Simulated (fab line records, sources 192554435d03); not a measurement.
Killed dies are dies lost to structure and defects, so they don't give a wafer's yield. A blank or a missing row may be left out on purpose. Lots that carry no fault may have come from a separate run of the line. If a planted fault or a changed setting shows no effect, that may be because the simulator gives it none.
What tool caused it? -- flow n5-finfet -- 12 lots, 36 wafers sampled, at 6 steps of a route of 1938

WHAT THE GAUGES SHOWED, per wafer
N5_BEOL_M12_OVL_MEAS_29.
lot,measured,on,M12_OVL (nm)
L076,day 10 18:58,overlay-01,11 8 4
L077,day 11 20:07,overlay-01,4 4 0
L079,day 12 14:56,overlay-02,-3 2 -6
L083,day 13 03:44,overlay-02,-10 -12 -11
L082,day 13 14:37,overlay-01,0 4 4
L085,day 14 08:20,overlay-02,-1 -5 0
L089,day 14 15:13,overlay-01,-5 -11 -11
L088,day 14 23:27,overlay-02,-5 2 4
L092,day 15 09:19,overlay-02,3 -4 -2
L091,day 15 18:11,overlay-01,2 4 -4
L095,day 16 15:30,overlay-02,-4 -11 -11
L096,day 17 16:31,overlay-01,-4 -2 8

WHAT TOOL EACH LOT RAN ON (gives the tool, then ch and the chambers of the sampled wafers, and finally the start)
lot,N5_BEOL_M11_ETCH_41,N5_BEOL_M11_STRIP_77,N5_BEOL_M11_SURFACE_TREAT_76,N5_BEOL_M11_SPUTTER_48,N5_BEOL_M11_CMP_52
L076,"rie-diel-05 ch 2,3, day 10 15:49 or earlier","rie-diel-05 ch 2,3, day 10 15:49 or earlier","pvd-sputter-02, day 10 15:49","pvd-sputter-02, day 10 16:10","cmp-02 ch 0,1,2, day 10 16:44"
L077,"rie-diel-05 ch 2,3, day 11 17:27 or earlier","rie-diel-05 ch 2,3, day 11 17:27 or earlier","pvd-sputter-03, day 11 17:27","pvd-sputter-03, day 11 17:39","cmp-01 ch 0,2,3, day 11 18:22"
L079,"rie-diel-05 ch 0,3, day 12 12:09 or earlier","rie-diel-05 ch 0,3, day 12 12:09 or earlier","pvd-sputter-01, day 12 12:09","pvd-sputter-03, day 12 12:28","cmp-01 ch 0,3, day 12 13:01"
L083,"rie-diel-03 ch 2,3, day 13 01:08 or earlier","rie-diel-03 ch 2,3, day 13 01:08 or earlier","pvd-sputter-01, day 13 01:08","pvd-sputter-03, day 13 01:21","cmp-01 ch 1,2, day 13 01:52"
L082,"rie-diel-05 ch 2,3, day 13 10:44 or earlier","rie-diel-05 ch 2,3, day 13 10:44 or earlier","pvd-sputter-01, day 13 10:44","pvd-sputter-01, day 13 11:13","cmp-03 ch 1,3, day 13 12:27"
L085,"rie-diel-06 ch 1,2,3, day 14 05:31 or earlier","rie-diel-06 ch 1,2,3, day 14 05:31 or earlier","pvd-sputter-02, day 14 05:31","pvd-sputter-03, day 14 05:49","cmp-01 ch 1,2,3, day 14 06:20"
L089,"rie-diel-03 ch 0,1,2, day 14 11:11 or earlier","rie-diel-03 ch 0,1,2, day 14 11:11 or earlier","pvd-sputter-03, day 14 11:11","pvd-sputter-01, day 14 11:35","cmp-03 ch 1,3, day 14 13:06"
L088,"rie-diel-06 ch 1,2,3, day 14 18:56 or earlier","rie-diel-06 ch 1,2,3, day 14 18:56 or earlier","pvd-sputter-02, day 14 18:56","pvd-sputter-02, day 14 20:49","cmp-01 ch 0,1,3, day 14 21:30"
L092,"rie-diel-06 ch 1,2, day 15 06:34 or earlier","rie-diel-06 ch 1,2, day 15 06:34 or earlier","pvd-sputter-02, day 15 06:34","pvd-sputter-03, day 15 06:46","cmp-01 ch 1,2, day 15 07:22"
L091,"rie-diel-06 ch 1,2,3, day 15 15:29 or earlier","rie-diel-06 ch 1,2,3, day 15 15:29 or earlier","pvd-sputter-01, day 15 15:29","pvd-sputter-03, day 15 15:47","cmp-03 ch 0,1,3, day 15 16:19"
L095,"rie-diel-06 ch 2,3, day 16 11:42 or earlier","rie-diel-06 ch 2,3, day 16 11:42 or earlier","pvd-sputter-01, day 16 11:42","pvd-sputter-01, day 16 12:01","cmp-03 ch 2,3, day 16 13:31"
L096,"rie-diel-06 ch 1,2,3, day 17 12:54 or earlier","rie-diel-06 ch 1,2,3, day 17 12:54 or earlier","pvd-sputter-03, day 17 12:54","pvd-sputter-01, day 17 13:10","cmp-01 ch 0,3, day 17 14:38"
- N5_BEOL_M11_ETCH_41: etches SiCN in CH3F/O2, target depth 42.6 nm, time 86 s.
- N5_BEOL_M11_STRIP_77: strips in N2/H2, time 10 s.
- N5_BEOL_M11_SURFACE_TREAT_76
- N5_BEOL_M11_SPUTTER_48: material Cu, target thk 12 nm, time 2 s.
- N5_BEOL_M11_CMP_52: polishes, stops on SiCOH lowk, t overpolish 7 s, target thk 140 nm.

THE ANSWER, worked out from the rows above alone
Rule: the usual values come from the lots themselves. Put in order of their means at a reading, lots are off if they are a third of the lots or fewer, leave a main group of 4 or more, and stand apart from it by a gap of 3 or more times the standard deviation of the main group's means; of several such gaps the widest counts. Not used: any main group whose means are identical at the precision the tables above print for the reading. A lot without any number at a reading at which 4 lots or more have one is off too. Any other lot the step has rows for is counted as sound.
Nothing can be told from this: no lot is off at any reading shown.

WHAT THE SIMULATOR PUT IN
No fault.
